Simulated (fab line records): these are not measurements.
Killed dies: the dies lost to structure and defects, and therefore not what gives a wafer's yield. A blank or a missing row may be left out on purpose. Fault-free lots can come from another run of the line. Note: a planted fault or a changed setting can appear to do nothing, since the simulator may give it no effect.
Chamber matching | flow n5Finfet | aldMetal-01 running N5_BEOL_M8_ALD_77: 4 sister chambers
The step deposits TaN, target thk 2 nm, pulse time 2 s, purge time 3 s. 4 wafers are shown with their chamber, then 9 later ones without.

EACH WAFER AND ITS CHAMBER
wafer  | chamber | heaterPowerW (W)
L076.5 | 1       | 383
L080.3 | 2       | 380
L080.4 | 3       | 383
L080.5 | 0       | 481

WAFERS MISSING THEIR CHAMBER
wafer  | heaterPowerW (W)
L086.2 | 379
L086.3 | 381
L086.4 | 480
L090.1 | 474
L090.2 | 402
L090.4 | 384
L097.2 | 385
L097.4 | 382
L097.6 | 367

CHAMBER TAKEN BY EACH
wafer  | from the rows above          | in truth
L086.2 | can't be placed: 2 or 1 or 3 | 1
L086.3 | can't be placed: 2 or 1 or 3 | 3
L086.4 | 0                            | 0
L090.1 | 0                            | 0
L090.2 | can't be placed: 1 or 3 or 2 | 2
L090.4 | can't be placed: 1 or 3 or 2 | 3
L097.2 | can't be placed: 1 or 3 or 2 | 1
L097.4 | can't be placed: 1 or 3 or 2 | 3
L097.6 | can't be placed: 2 or 1 or 3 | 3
Correct placement for 2 of the 9. Not placeable from these rows: 7 (in 7, the candidates include the true chamber). 0 placed wrongly.
How it was worked out, from the rows above alone: a wafer's distance from a chamber is the root of the sum, over the readings, of the square of ((its reading less the chamber's mean) divided by the reading's scatter). If the next closest chamber is less than 2 further off than the closest, the wafer can't be placed; otherwise it belongs to the closest. For every chamber, the mean is computed from those of its wafers that are shown. The scatter: root of mean squared gap, hidden wafer to nearest shown wafer, with one shown wafer a chamber.
